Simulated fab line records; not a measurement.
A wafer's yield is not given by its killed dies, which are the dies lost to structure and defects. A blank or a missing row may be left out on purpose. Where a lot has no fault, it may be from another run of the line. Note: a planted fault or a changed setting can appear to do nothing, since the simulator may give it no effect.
fab line records + flow n5Finfet
record:
- lots: 4
- wafers: 10
- lastDay: 17
route steps=1938 shown HKMG_FIN@401 BEOL_M4@1111 PASSIVATION@1936
lots untouched by any fault: they come from a run of this same line in which no faults occurred
startH: hours from the record's first day to the start of the lot's first wafer shown + waitH: hours from the lot's prior step to this one + " unchanged from the row above + L1.1+2: a row that stands for several wafers + - value missing, or start not given + * or withheld: withheld + < > ~ a bound
route shown NAME@n: NAME is a module with steps in the file, n the number in the route of the first one + usual: average and standard deviation across the fault-free wafers + same: alike in all rows + chamber/n: place in a boat + sites: readings site by site + _std_site: the values' standard deviation + _edge_site: the outer-site mean with the inner-site mean subtracted + radiusMm: how far each site lies from the wafer's centre + mask NAME#n: copy n + behind: tool/chamber where the wafer was last shaped + hold: the reason the lot was held/the length of the hold in hours/how it ended + device: whichever transistor did not switch (one of n, p or np) + end of line: at the end of the route, the tests of the same wafers + step lacking rows: just its recipe + killed: not the wafer's yield, but the dies lost to structure and defects at the first sort + map: a wafer's dies, x killed, . not, _ none there
set.NAME: the run value of the setting; set.NAME@STEP: its run value at that earlier step + model.NAME: the simulator's own value behind a step, which no gauge read
lots at selected steps of the route; one table per step, one row per wafer
services: the hour from which a tool's chamber was out of use, counted from the record's first day as startH (under 0 if before that day), plus the number of hours and why
== steps ==
step: N5_HKMG_FIN_DESCUM_53
recipe:
- chemistry: O2
- timeS: 7.9
- sourcePowerW: 50
- biasPowerW: 20
- pressureMtorr: 20
- rfFrequencyHz: 2.712e+07
- tempC: 40
- resist: CAR-ArF
- o2FlowSccm: 225
step: N5_HKMG_FIN_ETCH_54
recipe:
- chemistry: CF4
- target: SiARC
- targetDepthA: 455
- maskMaterial: CAR-ArF
- timeS: 75.8
- ionEnergyEv: 80
- pressureMtorr: 40
- sourceW: 545
- biasW: 36
- Ar_flow_sccm: 100
- cf4FlowSccm: 100
- ends: cleared
step: N5_HKMG_FIN_ETCH_55
recipe:
- chemistry: N2/H2
- target: SOC
- targetDepthA: 2400
- tempC: 40
- timeS: 300
- ionEnergyEv: 200
- maskMaterial: SiARC
- pressureMtorr: 30
- sourceW: 840
- biasW: 150
- n2FlowSccm: 200
- h2FlowSccm: 200
step: N5_HKMG_FIN_STRIP_56
recipe:
- chemistry: N2/H2
- tempC: 40
- n2FlowSccm: 200
- h2FlowSccm: 200
- rfFrequencyHz: 6e+07
step: N5_HKMG_FIN_STRIP_57
recipe:
- chemistry: CF4
- resist: SiARC
- powerW: 300
- biasPowerW: 75
- pressureMtorr: 50
- cf4FlowSccm: 150
- rfFrequencyHz: 6e+07
step: N5_HKMG_FIN_ETCH_58
recipe:
- chemistry: N2/H2
- target: SOC
- targetDepthA: 2158
- ionEnergyEv: 50
- biasW: 13
- timeS: 741
- pressureMtorr: 30
- sourceW: 875
- n2FlowSccm: 200
- h2FlowSccm: 200
step: N5_HKMG_FIN_STRIP_93
recipe:
- chemistry: N2/H2
- material: SOC
- timeS: 20
- powerW: 500
- tempC: 40
- pressureMtorr: 50
- rfFrequencyHz: 6e+07
- biasPowerW: 8
- h2Frac: 0.5
- n2FlowSccm: 300
- h2FlowSccm: 300
step: N5_HKMG_FIN_WET_ETCH_76
recipe:
- chemistry: dNH4OH
- mix: 1:50
- tempC: 25
- target: Al2O3
- stopOn: La2O3
- targetDepthNm: 2.25
- dry: ipaMarangoni
- rinseTimeS: 30
- rinseTempC: 23
step: N5_HKMG_FIN_STRIP_60
recipe:
- chemistry: N2/H2
- powerW: 2500
- tempC: 300
- h2Frac: 0.65
- timeS: 360
- pressureMtorr: withheld
- n2FlowSccm: 1750
- h2FlowSccm: 3250
step: N5_HKMG_FIN_WET_ETCH_77
recipe:
- chemistry: dHCl
- mix: 1:10000
- tempC: 25
- target: La2O3
- stopOn: HfO2
- targetDepthNm: 2
step: N5_HKMG_FIN_WET_ETCH_78
recipe:
- chemistry: dNH4OH
- mix: 1:50
- tempC: 25
- target: Al2O3
- stopOn: La2O3
- targetDepthNm: 4.5
- dry: ipaMarangoni
- rinseTimeS: 30
- rinseTempC: 23
step: N5_HKMG_FIN_ALD_79
recipe:
- material: TiN
- targetThkA: 15
- tempC: 400
- aldPrecursorFamily: TiCl4
- aldCoReactant: NH3
- pulseTimeS: 1
- purgeTimeS: 3
- coReactantPurgeTimeS: 2
- coReactantPulseTimeS: 2
- aldCycles: 68
- pressureTorr: 3
step: N5_HKMG_FIN_CVD_62
recipe:
- material: a-Si
- targetThkA: 30
- tempC: 500
- precursor: Si2H6
- pressureTorr: 1
- timeS: 20.8
usual:
- chamberPressureTorr: 1.0001/0.002
- heaterPowerW: 1418/200
| lot.wafer | tool            | chamber | startH | waitH | chamberPressureTorr | heaterPowerW | model.a-Si_of_HKMG_FIN_CVD_62.thkNm |
|-----------|-----------------|---------|--------|-------|---------------------|--------------|-------------------------------------|
| L895.3    | thermalCvdSi-01 | 2       | 84.73  | 0.2   | 0.9966              | 1373         | 3.2                                 |
| L895.5    | "               | 2       | "      | "     | 1.0003              | 1400         | 3                                   |
| L895.6    | "               | 1       | "      | "     | 1.0005              | 1774         | 3                                   |
| L901.1    | thermalCvdSi-01 | 0       | 122.37 | 0.2   | 0.9989              | 1343         | 3                                   |
| L901.3    | "               | 1       | "      | "     | 0.9996              | 1840         | 3                                   |
| L901.6    | "               | 2       | "      | "     | 0.9981              | 1373         | 3                                   |
| L912.1    | thermalCvdSi-01 | 1       | 191.24 | 0.2   | 0.9975              | 1776         | 4.2                                 |
| L912.2    | "               | 2       | "      | "     | 0.9974              | 1373         | 3.2                                 |
| L916.1    | thermalCvdSi-01 | 2       | 212.14 | 0.2   | 0.9994              | 1366         | 4.2                                 |
| L916.2    | "               | 0       | "      | "     | 0.9980              | 1346         | 2.8                                 |
step: N5_HKMG_FIN_RTA_80
recipe:
- tempC: withheld
- timeS: 2
- ambient: N2
- idleTempC: 600
- rampUpCPerS: 150
- rampDownCPerS: 60
- coolToC: 600
step: N5_HKMG_FIN_PRECLEAN_64
recipe:
- chemistry: dHF
- timeS: 30
- tempC: 25
- dilution: withheld
step: N5_HKMG_FIN_WET_ETCH_65
recipe:
- chemistry: TMAH
- tempC: 70
- concWtPct: 5
- target: a-Si
- stopOn: TiN
- timeS: 49
- targetDepthNm: 3
step: N5_HKMG_FIN_WET_ETCH_81
recipe:
- chemistry: SC1
- target: TiN
- stopOn: HfO2
- mix: 1:1:5
- tempC: 60
- timeS: 57
- targetDepthNm: 6
step: N5_HKMG_FIN_WET_ETCH_82
recipe:
- chemistry: dHCl
- mix: 1:10000
- tempC: 25
- target: La2O3
- stopOn: HfO2
- targetDepthNm: 2
- dry: ipaMarangoni
- rinseTimeS: 30
- rinseTempC: 23
step: N5_HKMG_FIN_ALD_36
recipe:
- material: TiN
- targetThkA: 10
- tempC: 400
- aldPrecursorFamily: TiCl4
- aldCoReactant: NH3
- pulseTimeS: 1
- purgeTimeS: 3
- coReactantPurgeTimeS: 2
- coReactantPulseTimeS: 2
- aldCycles: 47
- pressureTorr: 3
step: N5_HKMG_FIN_PWFM_ALD_03
recipe:
- material: TiN
- targetThkA: 20
- tempC: 400
- aldPrecursorFamily: TiCl4
- aldCoReactant: NH3
- pulseTimeS: 1
- purgeTimeS: 3
- coReactantPurgeTimeS: 2
- coReactantPulseTimeS: 2
- aldCycles: 91
- pressureTorr: 3
step: N5_HKMG_FIN_COAT_29
recipe:
- resist: SOC
- tempC: 250
- timeS: 60
- spinRpm: 1500
- resistThkNm: 300
step: N5_HKMG_FIN_COAT_30
recipe:
- resist: SiARC
- tempC: 220
- timeS: 60
- spinRpm: 1500
- resistThkNm: 35
step: N5_HKMG_FIN_COAT_06
recipe:
- resist: CAR-ArF
- spinRpm: 1500
- resistThkNm: 90
step: N5_HKMG_FIN_EBR_08
recipe:
- solvent: PGMEA
- ebrWidthMm: 1.5
step: N5_HKMG_FIN_SOFTBAKE_07
recipe:
- tempC: 110
- timeS: 60
- resist: CAR-ArF
step: N5_HKMG_FIN_EXPOSE_09
recipe:
- maskId: NWFM
- na: 1.35
- sourceShape: conventional
- sigmaOuter: 0.8
- polarization: unpolarized
- doseMj: 39.25
step: N5_HKMG_FIN_PEB_10
recipe:
- pebTempC: withheld
- pebTimeS: 60
- resist: CAR-ArF
step: N5_HKMG_FIN_DEVELOP_11
recipe:
- developTimeS: 30
- developer: TMAH
- resist: CAR-ArF
- devTempC: 23
- rinseLiquid: diw
- dry: airSpin
step: N5_HKMG_FIN_DESCUM_17
recipe:
- chemistry: O2
- timeS: 7.9
- sourcePowerW: 50
- biasPowerW: 20
- pressureMtorr: 20
- rfFrequencyHz: 2.712e+07
- tempC: 40
- resist: CAR-ArF
- o2FlowSccm: 225
step: N5_HKMG_FIN_ETCH_31
recipe:
- chemistry: CF4
- target: SiARC
- targetDepthA: 455
- maskMaterial: CAR-ArF
- timeS: 75.8
- ionEnergyEv: 80
- pressureMtorr: 40
- sourceW: 545
- biasW: 36
- Ar_flow_sccm: 100
- cf4FlowSccm: 100
- ends: cleared
step: N5_HKMG_FIN_ETCH_32
recipe:
- chemistry: N2/H2
- target: SOC
- targetDepthA: 2400
- tempC: 40
- timeS: 300
- ionEnergyEv: 200
- maskMaterial: SiARC
- pressureMtorr: 30
- sourceW: 840
- biasW: 150
- n2FlowSccm: 200
- h2FlowSccm: 200
step: N5_HKMG_FIN_STRIP_33
recipe:
- chemistry: N2/H2
- tempC: 40
- n2FlowSccm: 200
- h2FlowSccm: 200
- rfFrequencyHz: 6e+07
step: N5_HKMG_FIN_STRIP_34
recipe:
- chemistry: CF4
- resist: SiARC
- powerW: 300
- biasPowerW: 75
- pressureMtorr: 50
- cf4FlowSccm: 150
- rfFrequencyHz: 6e+07
step: N5_HKMG_FIN_ETCH_35
recipe:
- chemistry: N2/H2
- target: SOC
- targetDepthA: 2158
- ionEnergyEv: 65
- biasW: 5
- sourceW: 3000
- timeS: 243.4
- pressureMtorr: 30
- n2FlowSccm: 200
- h2FlowSccm: 200
step: N5_HKMG_FIN_STRIP_92
recipe:
- chemistry: N2/H2
- material: SOC
- timeS: 20
- powerW: 500
- tempC: 40
- pressureMtorr: 50
- rfFrequencyHz: 6e+07
- biasPowerW: 8
- h2Frac: 0.5
- n2FlowSccm: 300
- h2FlowSccm: 300
step: N5_HKMG_FIN_WET_ETCH_18
recipe:
- chemistry: SC1
- target: TiN
- mix: 1:1:5
- tempC: *
- timeS: 55
- targetDepthNm: 5.2
- dry: ipaMarangoni
- rinseTimeS: 30
- rinseTempC: 23
step: N5_HKMG_FIN_STRIP_19
recipe:
- chemistry: N2/H2
- powerW: 2500
- tempC: 300
- h2Frac: 0.65
- timeS: 360
- pressureMtorr: withheld
- n2FlowSccm: 1750
- h2FlowSccm: 3250
step: N5_HKMG_FIN_ALD_91
recipe:
- material: TiN
- targetThkA: 10
- tempC: 400
- aldPrecursorFamily: TiCl4
- aldCoReactant: NH3
- pulseTimeS: 1
- purgeTimeS: 3
- coReactantPurgeTimeS: 2
- coReactantPulseTimeS: 2
- aldCycles: 47
- pressureTorr: 3
step: N5_BEOL_M4_RC_MEAS_101
usual:
- DIBL_N: 36.1/1.6
- DIBL_P: 35.8/2.1
- EOT_P: 10.47/0.095
- IGATE_P: 0.0038/0.00055
- IOFF_N: 0.16/0.031
- IOFF_N_85C: 3.1/0.51
- IOFF_N_LIN: 0.074/0.012
- IOFF_N_LONG: 5.54e-05/2.4e-06
- IOFF_P: 0.21/0.034
- IOFF_P_85C: 3.6/0.51
- IOFF_P_LIN: 0.099/0.013
- IOFF_P_LONG: 0.000106/9.2e-06
- ION_N: 673/12
- ION_P: 461/7.2
- SS_N: 71.4/0.59
- SS_P: 73.3/0.63
- VT_N: 250/3.1
- VT_N_LONG: 274.7/2
- VT_N_LVT: 98/3.1
- VT_P: -250/3.3
- VT_P_LONG: -275.4/3
- VT_P_LVT: -98.5/2.8
| lot.wafer | tool      | chamber | startH | waitH | DIBL_N[mV/V] | DIBL_P[mV/V] | EOT_P | IGATE_P[nA/um] | IOFF_N[nA/um] | IOFF_N_85C[nA/um] | IOFF_N_LIN[nA/um] | IOFF_N_LONG[nA/um] | IOFF_P[nA/um] | IOFF_P_85C[nA/um] | IOFF_P_LIN[nA/um] | IOFF_P_LONG[nA/um] | ION_N[uA/um] | ION_P[uA/um] | SS_N[mV/dec] | SS_P[mV/dec] | VT_N[mV] | VT_N_LONG[mV] | VT_N_LVT[mV] | VT_P[mV] | VT_P_LONG[mV] | VT_P_LVT[mV] |
|-----------|-----------|---------|--------|-------|--------------|--------------|-------|----------------|---------------|-------------------|-------------------|--------------------|---------------|-------------------|-------------------|--------------------|--------------|--------------|--------------|--------------|----------|---------------|--------------|----------|---------------|--------------|
| L895.3    | prober-02 | 0       | 186.35 | 0.3   | 35.4         | 35.2         | 10.54 | 0.0031         | 0.12          | 2.5               | 0.061             | 5.28e-05           | 0.18          | 3.1               | 0.084             | 9.4e-05            | 651          | 460          | 71.8         | 73.1         | 252      | 276.9         | 101          | -251     | -281.0        | -100.4       |
| L895.5    | "         | 0       | "      | "     | 34.6         | 33.7         | 10.60 | 0.0031         | 0.12          | 2.4               | 0.058             | 5.33e-05           | 0.16          | 2.8               | 0.079             | 9.9e-05            | 666          | 452          | 70.6         | 72.8         | 254      | 277.6         | 101          | -255     | -279.0        | -101.8       |
| L895.6    | "         | 0       | "      | "     | 36.8         | 36.7         | 10.45 | 0.0039         | 0.15          | 3.0               | 0.073             | 5.36e-05           | 0.20          | 3.4               | 0.092             | 9.5e-05            | 675          | 462          | 72.1         | 73.5         | 250      | 276.5         | 98           | -250     | -277.4        | -98.2        |
| L901.1    | prober-01 | 0       | 228.01 | 0.0   | 35.2         | 32.7         | 10.44 | 0.0037         | 0.12          | 2.5               | 0.058             | 5.57e-05           | 0.17          | 3.0               | 0.087             | 0.000106           | 651          | 461          | 71.4         | 72.8         | 254      | 276.0         | 102          | -250     | -275.9        | -99.6        |
| L901.3    | "         | 0       | "      | "     | 37.4         | 36.5         | 10.58 | 0.0033         | 0.15          | 2.9               | 0.070             | 5.44e-05           | 0.23          | 3.8               | 0.108             | 0.000118           | 669          | 462          | 72.1         | 73.6         | 250      | 277.5         | 99           | -247     | -273.5        | -96.9        |
| L901.6    | "         | 0       | "      | "     | 37.4         | 37.6         | 10.50 | 0.0036         | 0.16          | 3.1               | 0.073             | 5.48e-05           | 0.24          | 4.0               | 0.114             | 0.000123           | 682          | 472          | 71.1         | 73.5         | 251      | 273.9         | 99           | -248     | -273.1        | -95.6        |
| L912.1    | prober-01 | 0       | 284.14 | 0.0   | 32.9         | 32.4         | 10.85 | 0.0006         | 0.00          | 0.1               | 0.001             | 2.19e-05           | 0.85          | 12.0              | 0.440             | 0.000343           | 431          | 508          | 70.2         | 71.8         | 359      | 377.4         | 206          | -209     | -236.4        | -55.1        |
| L912.2    | "         | 0       | "      | "     | 35.6         | 34.5         | 10.48 | 0.0031         | 0.14          | 2.9               | 0.070             | 5.73e-05           | 0.20          | 3.4               | 0.094             | 0.000116           | 675          | 460          | 71.4         | 73.2         | 252      | 271.9         | 98           | -253     | -271.5        | -99.0        |
| L916.1    | prober-02 | 0       | 310.03 | 0.0   | 31.8         | 33.7         | 10.84 | 0.0007         | 0.01          | 0.2               | 0.003             | 2.2e-05            | 0.72          | 10.1              | 0.373             | 0.000279           | 493          | 510          | 70.8         | 73.1         | 333      | 353.9         | 177          | -212     | -240.5        | -57.5        |
| L916.2    | "         | 0       | "      | "     | 35.8         | 37.0         | 10.35 | 0.0040         | 0.17          | 3.3               | 0.080             | 5.75e-05           | 0.21          | 3.7               | 0.098             | 0.000105           | 682          | 467          | 71.5         | 73.8         | 249      | 272.5         | 94           | -247     | -276.7        | -97.6        |
step: N5_PASSIVATION_PROBE_49
usual:
- defectLimitedYield: 91.0/1.5
- killed_at_M0_to_M3: 35/11
- killed_at_M4_up: 13/6
- killedAtContacts: 14/6.5
- killedAtFrontEnd: 40/12
- killedAtOther: 4/3.4
- killedDies: 106/18
- killedOpen: 68/14
- killedShort: 35/7.7
- sort_bin_4_leakage: 0/0
- sort_bin_5_function: 5.2/0.98
- sort_bin_6_memory: 3.4/0.72
- sort_bin_8_speed: 0.02/0.24
- sortNPass: 1074/18
- sortYieldPct: 91.0/1.5
same:
- grossDies: 1180
- killedAtBackSide: 0
| lot.wafer | tool      | chamber | startH | waitH | defectLimitedYield[%] | killed_at_M0_to_M3 | killed_at_M4_up | killedAtContacts | killedAtFrontEnd | killedAtOther | killedDies | killedOpen | killedShort | sort_bin_4_leakage[%] | sort_bin_5_function[%] | sort_bin_6_memory[%] | sort_bin_8_speed[%] | sortNPass | sortYieldPct[%] |
|-----------|-----------|---------|--------|-------|-----------------------|--------------------|-----------------|------------------|------------------|---------------|------------|------------|-------------|-----------------------|------------------------|----------------------|---------------------|-----------|-----------------|
| L895.3    | prober-02 | -       | 292.75 | 0.1   | 87.6                  | 53                 | 5               | 32               | 50               | 6             | 146        | 92         | 53          | 0                     | 7.7                    | 4.5                  | 0                   | 1034      | 87.6            |
| L895.5    | prober-02 | -       | 292.85 | 0.2   | 90.6                  | 44                 | 10              | 23               | 27               | 7             | 111        | 71         | 38          | 0                     | 5.2                    | 3.6                  | 0                   | 1069      | 90.6            |
| L895.6    | prober-02 | -       | 292.90 | 0.3   | 90.0                  | 59                 | 3               | 23               | 26               | 7             | 118        | 76         | 42          | 0                     | 5.6                    | 3.9                  | 0                   | 1062      | 90.0            |
| L901.1    | prober-01 | -       | 335.55 | 0.0   | 91.9                  | 30                 | 4               | 7                | 50               | 5             | 96         | 55         | 38          | 0                     | 4.9                    | 2.6                  | 0                   | 1084      | 91.9            |
| L901.3    | prober-01 | -       | 335.65 | 0.1   | 88.2                  | 31                 | 18              | 12               | 66               | 12            | 139        | 88         | 48          | 0                     | 6.7                    | 4.5                  | 0                   | 1041      | 88.2            |
| L901.6    | prober-01 | -       | 335.80 | 0.3   | 87.2                  | 28                 | 15              | 24               | 74               | 10            | 151        | 107        | 43          | 0                     | 7.2                    | 5.2                  | 0                   | 1029      | 87.2            |
| L912.1    | prober-01 | -       | 382.16 | 0.0   | 92.2                  | 35                 | 9               | 15               | 24               | 9             | 92         | 57         | 32          | 84.58                 | 4.7                    | 2.7                  | 7.63                | 0         | 0               |
| L912.2    | prober-01 | -       | 382.21 | 0.1   | 90.9                  | 34                 | 8               | 9                | 40               | 16            | 107        | 57         | 43          | 0                     | 5.2                    | 3.1                  | 0                   | 1073      | 90.9            |
| L916.1    | prober-01 | -       | 407.77 | 0.3   | 90.7                  | 46                 | 3               | 9                | 50               | 2             | 110        | 66         | 41          | 62.20                 | 4.8                    | 4.1                  | 28.47               | 0         | 0               |
| L916.2    | prober-01 | -       | 407.82 | 0.4   | 91.7                  | 40                 | 8               | 24               | 25               | 1             | 98         | 64         | 34          | 0                     | 4.7                    | 3.4                  | 0                   | 1082      | 91.7            |
killed by level:class
L895.3 MOL_CONTACT_COAG:geometricParticle:open=26 BEOL_M0_SAQP:geometricParticle:open=16 STI_FIN_REVEAL:geometricParticle:open=15 BEOL_M0_SAQP:geometricParticle:short=12 BEOL_M2:geometricParticle:open=10 FIN_SAQP:geometricParticle:open=8 GATE_CUT:geometricParticle:short=7 FIN_SAQP:geometricParticle:short=5
L895.5 MOL_CONTACT_COAG:geometricParticle:open=21 FIN_SAQP:geometricParticle:open=11 BEOL_M0_SAQP:geometricParticle:open=11 BEOL_M2:geometricParticle:open=8 BEOL_M0_SAQP:geometricParticle:short=7 BEOL_M2:geometricParticle:short=6 BEOL_M3:geometricParticle:open=5 MIM_TOP_ETCH:geometricParticle:short=4
L895.6 MOL_CONTACT_COAG:geometricParticle:open=18 BEOL_M0_SAQP:geometricParticle:open=16 BEOL_M0_SAQP:geometricParticle:short=16 BEOL_M2:geometricParticle:open=12 FIN_SAQP:geometricParticle:open=6 GATE_CUT:geometricParticle:short=5 MOL_CONTACT_COAG:geometricParticle:short=5 BEOL_M1:geometricParticle:open=4
L901.1 BEOL_M1:geometricParticle:open=10 STI_FIN_REVEAL:geometricParticle:open=8 FIN_SAQP:geometricParticle:short=6 BEOL_M0_SAQP:geometricParticle:short=6 MOL_CONTACT_COAG:geometricParticle:open=5 FIN_SAQP:geometricParticle:open=4 BEOL_M0_SAQP:geometricParticle:open=4 BEOL_M1:geometricParticle:short=4
L901.3 FIN_SAQP:geometricParticle:open=16 STI_FIN_REVEAL:geometricParticle:open=14 MOL_CONTACT_COAG:geometricParticle:open=11 FIN_SAQP:geometricParticle:short=9 BEOL_M0_SAQP:geometricParticle:open=8 BEOL_M4:geometricParticle:open=8 BEOL_M0_SAQP:geometricParticle:short=6 MIM_TOP_ETCH:geometricParticle:short=5
L901.6 FIN_SAQP:geometricParticle:open=20 MOL_CONTACT_COAG:geometricParticle:open=19 FIN_SAQP:geometricParticle:short=18 STI_FIN_REVEAL:geometricParticle:open=11 GATE_CUT:geometricParticle:open=8 BEOL_M1:geometricParticle:open=7 BEOL_M0_SAQP:geometricParticle:short=6 DUMMY_GATE:geometricParticle:open=5
L912.1 MOL_CONTACT_COAG:geometricParticle:open=11 BEOL_M1:geometricParticle:open=8 BEOL_M2:geometricParticle:open=7 BEOL_M0_SAQP:geometricParticle:open=7 STI_FIN_REVEAL:geometricParticle:short=4 STI_FIN_REVEAL:geometricParticle:open=4 DUMMY_GATE:geometricParticle:open=4 MOL_CONTACT_COAG:geometricParticle:short=4
L912.2 FIN_SAQP:geometricParticle:short=8 BEOL_M2:geometricParticle:open=8 DUMMY_GATE:geometricParticle:open=7 MOL_CONTACT_COAG:geometricParticle:open=6 PASS1_DEP:geometricParticle:short=6 BEOL_M0_SAQP:geometricParticle:open=5 BEOL_M3:geometricParticle:open=5 PASS1_DEP:geometricParticle:open=5
L916.1 FIN_SAQP:geometricParticle:open=19 BEOL_M0_SAQP:geometricParticle:short=18 MOL_CONTACT_COAG:geometricParticle:open=9 STI_FIN_REVEAL:geometricParticle:open=8 BEOL_M0_SAQP:geometricParticle:open=8 BEOL_M2:geometricParticle:open=7 FIN_SAQP:geometricParticle:short=6 BEOL_M1:geometricParticle:open=6
L916.2 MOL_CONTACT_COAG:geometricParticle:open=19 BEOL_M2:geometricParticle:open=13 BEOL_M0_SAQP:geometricParticle:short=10 BEOL_M0_SAQP:geometricParticle:open=6 FIN_SAQP:geometricParticle:open=5 FIN_SAQP:geometricParticle:short=5 STI_FIN_REVEAL:geometricParticle:open=5 MOL_CONTACT_COAG:geometricParticle:short=5
map L912.2 (x killed, . not)
_________________............________________
______________.x...........x...x_____________
___________...x.........x......x...__________
__________........x...............x._________
________......x.......x..............._______
_______..............x...x.............______
______.................x...x............_____
_____........................x...........____
____........x....x.x.......xx...x.......x.___
___............x......x....................__
___.....x....x...x...............x.........__
__..x......................x................_
__...........................x.xx..........._
_..............x.....x.x...x.......x.....x..x
_x....x..........x....x....x..........x......
_.........x.........x..................x.....
_x........x...x............x.....x.......x...
_.................................x..........
_..x..x.......x............x..........xx.x.x.
_...x.x.................x......x...xx....x...
_...........x......x........................x
__.x.........x.x.....................x......_
__................................x..x....x._
___.................x.............x........__
___...............xx........x..........x...__
____........x............x........x......x___
_____................x....x..............____
______.....x.............x.............._____
_______x.....................x....x....______
________..........x..................._______
__________....x..x...........x......_________
___________..............x.........__________
______________.....x........x..._____________
_________________.x.........x________________
map L916.1 (x killed, . not)
_________________........x...________________
______________..........x......._____________
___________............x.x.........__________
__________x...........x............._________
________..........x......x...........x_______
_______xx...........x...............x..______
______...x..............x..............._____
_____......x.........................x...____
____.................x................x...___
___...x.x..............x........x..x......x__
___....x.........................x.........__
__.......x..............x....xx............._
__.....x.....x....x.......x.........x..x...x_
_x....x........x...........x....x..x......x..
_...........................x................
_x.....x.....x......x..x......xx......x......
_..x.x...........x.........................x.
_x...............x.........x..........xx....x
_...............x...............x........x...
_..x.........................................
_..x..................x......................
__.........................................._
__..............x..x........................_
___.....x..x..........x.......xx.........x.__
___...x....xx.........................x.x..__
____.........xx..x........................___
_____xx............x..............x......____
______....x.....x....x........x.x......._____
_______x...x..x....x.....x..x....x.x...______
________......x......................._______
__________...................x.....x_________
___________........................__________
______________...x......x....x.._____________
_________________x...........________________
== services ==
| tool            | chamber | startH | hours | kind   |
|-----------------|---------|--------|-------|--------|
| thermalCvdSi-01 | 0       | 115.53 | 6.1   | repair |
| thermalCvdSi-01 | 2       | 134.37 | 31.7  | repair |
| thermalCvdSi-01 | 1       | 180.77 | 7.0   | repair |
== key ==
firstSign:
- step: N5_BEOL_M4_RC_MEAS_101
- reading: VT_N_LONG
- direction: up
- sigmas: 45
- usual: 274.7
- struck: 365.7
effect:
- step: N5_BEOL_M4_RC_MEAS_101
- reading: VT_N
- direction: up
- sigmas: 31
- usual: 250
- struck: 346
effect:
- step: N5_BEOL_M4_RC_MEAS_101
- reading: VT_N_LVT
- direction: up
- sigmas: 30
- usual: 98
- struck: 192
effect:
- step: N5_BEOL_M4_RC_MEAS_101
- reading: IOFF_P_LIN
- direction: up
- sigmas: 24
- usual: 0.099
- struck: 0.406
effect:
- step: N5_BEOL_M4_RC_MEAS_101
- reading: IOFF_P_LONG
- direction: up
- sigmas: 22
- usual: 0.000106
- struck: 0.000311
effect:
- step: N5_BEOL_M4_RC_MEAS_101
- reading: ION_N
- direction: down
- sigmas: 18
- usual: 673
- struck: 462
effect:
- step: N5_BEOL_M4_RC_MEAS_101
- reading: IOFF_P
- direction: up
- sigmas: 17
- usual: 0.21
- struck: 0.79
effect:
- step: N5_BEOL_M4_RC_MEAS_101
- reading: VT_P_LVT
- direction: up
- sigmas: 15
- usual: -98.5
- struck: -56.3
effect:
- step: N5_BEOL_M4_RC_MEAS_101
- reading: IOFF_P_85C
- direction: up
- sigmas: 15
- usual: 3.6
- struck: 11.0
effect:
- step: N5_BEOL_M4_RC_MEAS_101
- reading: IOFF_N_LONG
- direction: down
- sigmas: 14
- usual: 5.54e-05
- struck: 2.19e-05
effect:
- step: N5_BEOL_M4_RC_MEAS_101
- reading: VT_P_LONG
- direction: up
- sigmas: 13
- usual: -275.4
- struck: -238.4
effect:
- step: N5_BEOL_M4_RC_MEAS_101
- reading: VT_P
- direction: up
- sigmas: 12
- usual: -250
- struck: -210
effect:
- step: N5_PASSIVATION_PROBE_49
- reading: sort_bin_4_leakage
- direction: up
- sigmas: 99+
- usual: 0
- struck: 73.39
modelEffect:
- step: N5_HKMG_FIN_CVD_62
- value: a-Si_of_HKMG_FIN_CVD_62.thkNm
- without: 3
- struck: 4.2
metAt N5_HKMG_FIN_CVD_62
struckWafers L912.1,L916.1
onsetBetween 122.37 191.24
fault:
- kind: processParameterDrift
- tool: thermalCvdSi-01
- chamber: -
- onsetH: 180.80
- steps: N5_HKMG_FIN_CVD_62
- channel: timeS
- offset: *
- shape: step
- endH: 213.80
- scope: struckWafersOnly
- stated: *
